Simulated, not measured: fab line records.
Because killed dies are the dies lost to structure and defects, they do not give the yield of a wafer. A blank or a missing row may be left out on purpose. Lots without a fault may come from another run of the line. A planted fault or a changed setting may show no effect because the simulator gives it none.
Which tool is to blame?	flow nand_harc	24 lots, 72 wafers sampled, at 2 steps of a route of 1302

## WHAT THE GAUGES READ, wafer by wafer
NHARC_A_M1_CD_MEAS_16.
lot	measured	on	cd_nm (nm)
L074	day 22 18:02	cd_sem-01	120.2 119.6 120.2
L076	day 23 01:13	cd_sem-02	119.4 118.4 119.4
L075	day 23 14:18	cd_sem-03	119.0 118.9 119.8
L077	day 24 00:07	cd_sem-01	120.7 120.5 120.2
L078	day 24 00:44	cd_sem-01	120.8 119.9 120.4
L079	day 24 07:09	cd_sem-02	119.5 121.3 120.9
L081	day 25 22:16	cd_sem-01	120.2 120.3 119.1
L080	day 26 10:48	cd_sem-02	120.6 121.6 121.3
L083	day 26 17:21	cd_sem-02	121.0 120.4 121.0
L082	day 26 19:26	cd_sem-01	121.0 120.6 120.0
L084	day 26 22:42	cd_sem-03	120.6 120.2 120.7
L085	day 27 13:20	cd_sem-02	119.9 120.5 121.2
L086	day 28 02:32	cd_sem-01	122.0 121.5 120.9
L087	day 28 04:05	cd_sem-02	120.9 121.7 122.3
L088	day 28 20:19	cd_sem-02	119.8 119.1 119.2
L089	day 29 00:43	cd_sem-03	119.8 120.2 119.7
L091	day 29 06:01	cd_sem-01	120.3 119.4 120.3
L090	day 29 20:52	cd_sem-02	119.0 120.7 119.7
L092	day 30 08:20	cd_sem-01	118.6 120.9 120.2
L093	day 30 21:08	cd_sem-01	119.3 119.7 119.4
L094	day 32 01:09	cd_sem-01	119.5 119.3 119.3
L096	day 32 06:11	cd_sem-01	120.6 120.4 121.1
L097	day 32 07:03	cd_sem-01	120.6 120.2 119.9
L095	day 32 09:11	cd_sem-01	119.4 120.4 119.8

## EACH LOT AND THE TOOL THAT RAN IT (in order: tool; ch and the chambers of the sampled wafers; start)
lot	NHARC_A_M0_PVD_21
L074	pvd_sputter-03, day 22 18:02 or earlier
L076	pvd_sputter-03, day 23 01:13 or earlier
L075	pvd_sputter-03, day 23 14:18 or earlier
L077	pvd_sputter-01, day 24 00:07 or earlier
L078	pvd_sputter-03, day 24 00:44 or earlier
L079	pvd_sputter-01, day 24 07:09 or earlier
L081	pvd_sputter-01, day 25 22:16 or earlier
L080	pvd_sputter-01, day 26 10:48 or earlier
L083	pvd_sputter-02, day 26 17:21 or earlier
L082	pvd_sputter-03, day 26 19:26 or earlier
L084	pvd_sputter-02, day 26 22:42 or earlier
L085	pvd_sputter-02, day 27 13:20 or earlier
L086	pvd_sputter-01, day 28 02:32 or earlier
L087	pvd_sputter-03, day 28 04:05 or earlier
L088	pvd_sputter-02, day 28 20:19 or earlier
L089	pvd_sputter-03, day 29 00:43 or earlier
L091	pvd_sputter-02, day 29 06:01 or earlier
L090	pvd_sputter-02, day 29 20:52 or earlier
L092	pvd_sputter-03, day 30 08:20 or earlier
L093	pvd_sputter-02, day 30 21:08 or earlier
L094	pvd_sputter-03, day 32 01:09 or earlier
L096	pvd_sputter-01, day 32 06:11 or earlier
L097	pvd_sputter-03, day 32 07:03 or earlier
L095	pvd_sputter-03, day 32 09:11 or earlier
- NHARC_A_M0_PVD_21: deposits Cu, target thk 30 nm, time 20.49 s.

## WHAT THE TOOLS THEMSELVES READ (means of the sampled wafers that have a number; where no wafer has one, the mark that the record gives instead)
NHARC_A_M0_PVD_21.
lot	tool	throttle_valve_pct (%)
L074	pvd_sputter-03	31.0
L076	pvd_sputter-03	30.3
L075	pvd_sputter-03	31.0
L077	pvd_sputter-01	29.9
L078	pvd_sputter-03	30.3
L079	pvd_sputter-01	29.8
L081	pvd_sputter-01	29.1
L080	pvd_sputter-01	29.1
L083	pvd_sputter-02	29.4
L082	pvd_sputter-03	30.3
L084	pvd_sputter-02	28.6
L085	pvd_sputter-02	29.6
L086	pvd_sputter-01	29.2
L087	pvd_sputter-03	30.8
L088	pvd_sputter-02	30.1
L089	pvd_sputter-03	30.9
L091	pvd_sputter-02	29.7
L090	pvd_sputter-02	29.8
L092	pvd_sputter-03	30.4
L093	pvd_sputter-02	30.1
L094	pvd_sputter-03	29.8
L096	pvd_sputter-01	29.9
L097	pvd_sputter-03	29.8
L095	pvd_sputter-03	30.1

## THE ANSWER, worked out from the rows above alone
Rule: what is usual is taken from the lots themselves. The widest of any qualifying gaps counts: lots, ordered by their means at a reading, are off when they make up no more than a third of the lots, leave a main group of 4 or more, and stand apart from it by 3 or more times the standard deviation of that group's means. If all means in a main group match to the digits the tables above print for the reading, that group is not used. A lot without any number at a reading at which 4 lots or more have one is off too. Where the step has rows for the other lots, those lots are counted as sound. After the gauges, taken in route order, come the tools' own readings; for these a lot's mean is taken, as printed above. The first step at which some lot is off is used, and at that step the reading that is off furthest; a lot without a number counts as furthest.
No lot is off at any reading shown: from this, nothing can be told.

## WHAT THE SIMULATOR HAD PUT IN
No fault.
